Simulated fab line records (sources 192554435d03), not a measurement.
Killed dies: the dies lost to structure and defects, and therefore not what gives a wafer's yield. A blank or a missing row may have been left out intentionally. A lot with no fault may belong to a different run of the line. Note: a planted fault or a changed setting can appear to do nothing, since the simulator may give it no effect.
Comparing a struck lot with a sound one || flow n5Finfet || 39 steps out of a route of 1938
Sound: the wafers L495.4, L495.5, L495.6. Wafers struck: L512.2, L512.4, L512.5. At the end, the cause is stated.
At each step with rows: each side's tool, then ch and its chambers, then its first start. Under that, the readings that differ: sound wafers || struck wafers || difference of the means || sigmas: that difference in standard deviations of wafers without a fault.
alike: a reading whose means differ by less than 2 such deviations, as well as words and numbers matching on both sides. not compared: withheld readings; readings where some wafer has no value; bounds like >300 that might hide an equal value; numbers whose values overlap and for which the record gives no deviation.
Wherever a step has rows on one side only, a row that says differs or no value, or a row with sigmas, the two part there. Numbers that have no deviation but don't overlap get no sigmas and don't part them. Lack of a reading on every wafer of one side parts them only where that side has two or more wafers.

first, 9 steps without rows for these wafers: N5_MOL_CONTACT_COAG_SRD_128 (dry time 32 s); N5_MOL_CONTACT_COAG_CMP_52 (polishes, stops on SiO2, t overpolish 1.5 s, target thk 66.5 nm); N5_MOL_CONTACT_COAG_ANNEAL_112 (time 1800 s); N5_BEOL_M0_SAQP_PECVD_00 (deposits SiCN from 3MS/NH3, target thk 8 nm, time 14 s); N5_BEOL_M0_SAQP_ILD_DEP_01 (deposits SiOC from DEMS/O2, target thk 45.419 nm, time 8.7 s); N5_BEOL_M0_SAQP_HM_DEP_02 (deposits TiN, target thk 12 nm); N5_BEOL_M0_SAQP_PECVD_03 (deposits SiCN from 3MS/NH3, target thk 12 nm, time 21.1 s); N5_BEOL_M0_SAQP_PECVD_96 (deposits a-Si from SiH4/He, target thk 45 nm, time 45.2 s); N5_BEOL_M0_SAQP_PECVD_97 (deposits SiNx from SiH4/NH3/N2, target thk 23 nm, time 19.9 s).
N5_BEOL_M0_SAQP_PECVD_04: deposits a-Si from SiH4/He, target thk 60 nm, time 60.2 s.
  sound on pecvd-03 ch 0,1,2, day 5 10:37; struck on pecvd-03 ch 0,1, day 9 18:32
  alike: heaterPowerW, showerheadPlenumPTorr, throttleValvePct
  not compared: sinceWetCleanH
then, 9 steps without rows for these wafers: N5_BEOL_M0_SAQP_HM_DEP_111 (deposits SiO2 from SiH4/N2O, target thk 12 nm, time 7.2 s); N5_BEOL_M0_SAQP_COAT_81 (time 60 s, resist thk 100 nm); N5_BEOL_M0_SAQP_COAT_82 (time 60 s, resist thk 30 nm); N5_BEOL_M0_SAQP_COAT_08 (resist thk 90 nm); N5_BEOL_M0_SAQP_EBR_10; N5_BEOL_M0_SAQP_SOFTBAKE_09 (time 60 s); N5_BEOL_M0_SAQP_EXPOSE_11 (exposes mask M0 CORE, target cd 42 nm); N5_BEOL_M0_SAQP_PEB_12 (peb time 60 s); N5_BEOL_M0_SAQP_DEVELOP_13 (develop time 30 s).
N5_BEOL_M0_SAQP_INSPECT_16: inspects for defects (brightfield).
  sound on defectInspect-01 at day 5 11:05; struck on defectInspect-01 at day 9 19:05
{"reading": "rawDefectCount", "sound": "364 340 637", "struck": "1335 1187 1261", "difference": "+814", "sigmas": "+7"}
then, 15 steps without rows for these wafers: N5_BEOL_M0_SAQP_DESCUM_19 (chemistry O2, time 7.9 s); N5_BEOL_M0_SAQP_ETCH_83 (etches SiARC in CF4, target depth 39 nm, time 65 s); N5_BEOL_M0_SAQP_ETCH_84 (etches SOC in N2/H2, target depth 100 nm, overetch 20 nm, time 150 s); N5_BEOL_M0_SAQP_STRIP_80 (strips in N2/H2); N5_BEOL_M0_SAQP_HM_OPEN_112 (chemistry CHF3/O2, target SiO2, stops on a-Si, target depth 12 nm, time 13.5 s); N5_BEOL_M0_SAQP_STRIP_113 (strips in CHF3/O2); N5_BEOL_M0_SAQP_MANDREL_ETCH_20 (etches a-Si in HBr/Cl2, stops on SiNx, target depth 60 nm, bt time 10 s, time 30 s); N5_BEOL_M0_SAQP_STRIP_86 (strips in N2/H2); N5_BEOL_M0_SAQP_STRIP_115 (strips in post etch residue remover, time 60 s); N5_BEOL_M0_SAQP_SRD_93 (time 30 s); N5_BEOL_M0_SAQP_RECESS_114 (chemistry HF/NH3, target SiO2, target depth 14.4 nm, afs cycles 3, sublimation time 60 s); N5_BEOL_M0_SAQP_SPACER1_ALD_98 (deposits SiO2, target thk 12.8 nm, pulse time 1 s, purge time 2 s); N5_BEOL_M0_SAQP_SPACER1_ETCHBACK_99 (etches SiO2 in CHF3/O2, target depth 15.4 nm, time 7.7 s); N5_BEOL_M0_SAQP_MANDREL1_REMOVE_100 (chemistry HBr/Cl2/O2, target a-Si, stops on SiNx, bt time 10 s); N5_BEOL_M0_SAQP_ETCH_101 (etches SiNx in CH3F/O2, target depth 29.9 nm, time 42.7 s).
N5_BEOL_M0_SAQP_INSPECT_42: inspects for defects (brightfield).
  sound on defectInspect-01 at day 5 15:38; struck on defectInspect-01 at day 9 23:33
{"reading": "rawDefectCount", "sound": "365 226 359", "struck": "986 1078 1119", "difference": "+744", "sigmas": "+10"}
N5_BEOL_M0_CUTY_INSPECT_59: inspects for defects (macro).
  sound on defectInspect-01 at day 5 17:05; struck on defectInspect-01 at day 10 01:19
{"reading": "rawDefectCount", "sound": "2 1 3", "struck": ">300 >300 >300", "difference": "differs", "sigmas": ""}
-- a jump in the record: the struck wafers' starts before and after are 2 days apart (it breaks off in module BEOL_M0_CUTY and resumes in module BEOL_M4, where the first step shown is number 1111 of the route) --
N5_BEOL_M4_RC_MEAS_101:
  sound on prober-02 ch 0, day 8 01:53; struck on prober-01 ch 0, day 12 12:02
  alike: DIBL_N, DIBL_P, IOFF_N, IOFF_P, ION_N, ION_P, SS_N, SS_P, VT_N, VT_P
-- record jumps: 5 days separate the struck wafers' starts on either side; left off in module BEOL_M4, taken up again in module PASSIVATION, whose first shown step is the route's number 1936 --
N5_PASSIVATION_PROBE_49:
  sound on prober-01 at day 12 06:43; struck on prober-02 at day 17 04:12
{"reading": "defectLimitedYield (%)", "sound": "91.0 92.1 93.4", "struck": "80.4 89.3 81.2", "difference": -8.5, "sigmas": -6}
{"reading": "killed_at_M0_to_M3", "sound": "32 37 19", "struck": "165 80 169", "difference": "+109", "sigmas": "+9"}
{"reading": "killedDies", "sound": "106 93 78", "struck": "231 126 222", "difference": "+101", "sigmas": "+6"}
{"reading": "sort_bin_5_function (%)", "sound": "4.2 4.2 3.7", "struck": "11.7 5.7 11.6", "difference": "+5.6", "sigmas": "+6"}
{"reading": "sortNPass", "sound": "1074 1087 1102", "struck": "949 1054 958", "difference": -101, "sigmas": -6}
  alike: killed_at_M4_up, killedAtContacts, killedAtFrontEnd, killedAtOther, killedOnRim, killedOpen, killedShort, sort_bin_6_memory, sort_bin_8_speed

## WHERE THEY PART
Earliest at N5_BEOL_M0_SAQP_INSPECT_16; latest, in this record, at N5_PASSIVATION_PROBE_49.

WHY: what the simulator had put in
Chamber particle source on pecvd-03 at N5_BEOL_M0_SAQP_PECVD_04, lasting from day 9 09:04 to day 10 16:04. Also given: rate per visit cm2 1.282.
